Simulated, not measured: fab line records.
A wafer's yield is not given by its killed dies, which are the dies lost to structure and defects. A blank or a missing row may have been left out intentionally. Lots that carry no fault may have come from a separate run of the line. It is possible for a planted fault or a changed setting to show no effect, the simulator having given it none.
Chamber matching :: flow n5 finfet :: rie diel-03 running N5_ZERO_LAYER_ETCH_17: 4 sister chambers
The step etches SiO2 in CF4, target depth 12 nm, time 13.3 s. 16 wafers are shown with their chamber, then 8 later ones without.

WAFERS PAIRED WITH THEIR CHAMBERS
wafer: L076.1
chamber: 3
showerhead plenum p Torr (Torr): 2.02
drypump motor current A (A): 6.5
oes product au (a.u.): 0.68

wafer: L076.2
chamber: 2
showerhead plenum p Torr (Torr): 2.17
drypump motor current A (A): 5.8
oes product au (a.u.): 0.83

wafer: L076.3
chamber: 0
showerhead plenum p Torr (Torr): 2.17
drypump motor current A (A): 6.1
oes product au (a.u.): 0.93

wafer: L076.4
chamber: 1
showerhead plenum p Torr (Torr): 2.14
drypump motor current A (A): 6.6
oes product au (a.u.): 0.81

wafer: L076.5
chamber: 1
showerhead plenum p Torr (Torr): 2.14
drypump motor current A (A): 6.6
oes product au (a.u.): 0.82

wafer: L076.6
chamber: 2
showerhead plenum p Torr (Torr): 2.17
drypump motor current A (A): 5.8
oes product au (a.u.): 0.84

wafer: L079.1
chamber: 0
showerhead plenum p Torr (Torr): 2.16
drypump motor current A (A): 6.0
oes product au (a.u.): 0.93

wafer: L079.2
chamber: 3
showerhead plenum p Torr (Torr): 2.02
drypump motor current A (A): 6.6
oes product au (a.u.): 0.67

wafer: L079.3
chamber: 1
showerhead plenum p Torr (Torr): 2.14
drypump motor current A (A): 6.6
oes product au (a.u.): 0.81

wafer: L079.4
chamber: 2
showerhead plenum p Torr (Torr): 2.17
drypump motor current A (A): 5.8
oes product au (a.u.): 0.83

wafer: L079.5
chamber: 0
showerhead plenum p Torr (Torr): 2.16
drypump motor current A (A): 6.0
oes product au (a.u.): 0.93

wafer: L079.6
chamber: 1
showerhead plenum p Torr (Torr): 2.14
drypump motor current A (A): 6.6
oes product au (a.u.): 0.81

wafer: L083.1
chamber: 1
showerhead plenum p Torr (Torr): 2.14
drypump motor current A (A): 6.6
oes product au (a.u.): 0.80

wafer: L083.5
chamber: 0
showerhead plenum p Torr (Torr): 2.16
drypump motor current A (A): 6.1
oes product au (a.u.): 0.91

wafer: L083.6
chamber: 2
showerhead plenum p Torr (Torr): 2.16
drypump motor current A (A): 5.8
oes product au (a.u.): 0.82

wafer: L085.1
chamber: 2
showerhead plenum p Torr (Torr): 2.16
drypump motor current A (A): 5.8
oes product au (a.u.): 0.81

SIGNATURES (means of the wafers above)
reading: showerhead plenum p Torr
chamber 0: 2.1625
chamber 1: 2.1400
chamber 2: 2.1660
chamber 3: 2.0200
scatter within a chamber: 0.00403

reading: drypump motor current A
chamber 0: 6.050
chamber 1: 6.600
chamber 2: 5.800
chamber 3: 6.550
scatter within a chamber: 0.0354

reading: oes product au
chamber 0: 0.9250
chamber 1: 0.8100
chamber 2: 0.8260
chamber 3: 0.6750
scatter within a chamber: 0.00944
Rule: a wafer's distance from a chamber is the root of the sum, over the readings, of the square of ((its reading less the chamber's mean) divided by the reading's scatter). The wafer belongs to the nearest chamber; if the next one is less than 2 further off, it can't be placed. The scatter: take each reading less its chamber's mean, square it, sum over the shown wafers, divide by the number of wafers less the number of chambers, and take the root.

WAFERS WITHOUT THEIR CHAMBER
wafer: L085.3
showerhead plenum p Torr (Torr): 2.27
drypump motor current A (A): 6.5
oes product au (a.u.): 0.98

wafer: L085.5
showerhead plenum p Torr (Torr): 2.13
drypump motor current A (A): 6.6
oes product au (a.u.): 0.79

wafer: L086.1
showerhead plenum p Torr (Torr): 2.13
drypump motor current A (A): 6.6
oes product au (a.u.): 0.78

wafer: L086.3
showerhead plenum p Torr (Torr): 2.27
drypump motor current A (A): 6.5
oes product au (a.u.): 0.98

wafer: L086.6
showerhead plenum p Torr (Torr): 2.27
drypump motor current A (A): 6.5
oes product au (a.u.): 0.97

wafer: L096.4
showerhead plenum p Torr (Torr): 2.27
drypump motor current A (A): 6.5
oes product au (a.u.): 0.92

wafer: L096.5
showerhead plenum p Torr (Torr): 2.13
drypump motor current A (A): 6.6
oes product au (a.u.): 0.78

wafer: L096.6
showerhead plenum p Torr (Torr): 2.15
drypump motor current A (A): 6.0
oes product au (a.u.): 0.87

THE CHAMBER EACH PASSED THROUGH
wafer: L085.3
from the rows above: 0
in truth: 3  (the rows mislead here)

wafer: L085.5
from the rows above: 1
in truth: 1

wafer: L086.1
from the rows above: 1
in truth: 1

wafer: L086.3
from the rows above: 0
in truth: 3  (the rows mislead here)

wafer: L086.6
from the rows above: 0
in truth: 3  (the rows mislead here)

wafer: L096.4
from the rows above: 0
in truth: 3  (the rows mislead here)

wafer: L096.5
from the rows above: 1
in truth: 1

wafer: L096.6
from the rows above: can't be placed: 0 or 2
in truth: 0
Placed correctly: 3 of 8. Cannot be placed on the basis of these rows: 1; the candidates contain the true chamber in 1. Wrongly placed: 4.
